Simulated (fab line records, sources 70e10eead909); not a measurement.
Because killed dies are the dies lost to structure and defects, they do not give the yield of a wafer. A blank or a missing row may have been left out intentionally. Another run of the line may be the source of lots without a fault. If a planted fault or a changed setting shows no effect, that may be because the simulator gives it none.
Chamber matching :: flow nand-harc :: 4 sister chambers for NHARC_P_M0_STRIP_18 on rie-diel-10
The step strips in N2/H2. 8 wafers are shown with their chamber, then 7 later ones without.

## WAFERS PAIRED WITH THEIR CHAMBERS
wafer: L085.1
chamber: 2
drypump-motor-current-A (A): 6.0
rf-vpp-V (V): 89.7

wafer: L085.3
chamber: 3
drypump-motor-current-A (A): 6.1
rf-vpp-V (V): 88.1

wafer: L085.5
chamber: 1
drypump-motor-current-A (A): 5.4
rf-vpp-V (V): 90.8

wafer: L088.1
chamber: 0
drypump-motor-current-A (A): 5.4
rf-vpp-V (V): 89.9

wafer: L088.3
chamber: 1
drypump-motor-current-A (A): 5.5
rf-vpp-V (V): 90.8

wafer: L088.6
chamber: 0
drypump-motor-current-A (A): 5.4
rf-vpp-V (V): 91.6

wafer: L090.1
chamber: 2
drypump-motor-current-A (A): 6.0
rf-vpp-V (V): 91.4

wafer: L090.2
chamber: 3
drypump-motor-current-A (A): 6.1
rf-vpp-V (V): 89.5

## WAFERS MISSING THEIR CHAMBER
wafer: L090.3
drypump-motor-current-A (A): 5.4
rf-vpp-V (V): 88.8

wafer: L096.1
drypump-motor-current-A (A): 6.1
rf-vpp-V (V): 90.6

wafer: L096.3
drypump-motor-current-A (A): 5.4
rf-vpp-V (V): 91.9

wafer: L096.4
drypump-motor-current-A (A): 6.0
rf-vpp-V (V): 90.3

wafer: L097.2
drypump-motor-current-A (A): 6.1
rf-vpp-V (V): 90.3

wafer: L097.3
drypump-motor-current-A (A): 6.0
rf-vpp-V (V): 89.7

wafer: L097.6
drypump-motor-current-A (A): 5.5
rf-vpp-V (V): 91.5

## CHAMBER TAKEN BY EACH
wafer: L090.3
from the rows above: can't be placed: 0 or 1
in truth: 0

wafer: L096.1
from the rows above: can't be placed: 3 or 2
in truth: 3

wafer: L096.3
from the rows above: can't be placed: 0 or 1
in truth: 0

wafer: L096.4
from the rows above: 2
in truth: 2

wafer: L097.2
from the rows above: can't be placed: 3 or 2
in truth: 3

wafer: L097.3
from the rows above: 2
in truth: 2

wafer: L097.6
from the rows above: can't be placed: 1 or 0
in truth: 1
2 of 7 placed correctly. From these rows, 5 cannot be placed; in 5 the true chamber is one of the candidates. Number placed wrongly: 0.
How it was worked out, from the rows above alone: a wafer's distance from a chamber is the root of the sum, over the readings, of the square of ((its reading less the chamber's mean) divided by the reading's scatter). The wafer belongs to the nearest chamber; if the next one is less than 2 further off, it can't be placed. For every chamber, the mean is computed from those of its wafers that are shown. The scatter: the root of (the sum of the squares of (reading less its chamber's mean) over the shown wafers, divided by (wafers less chambers)).
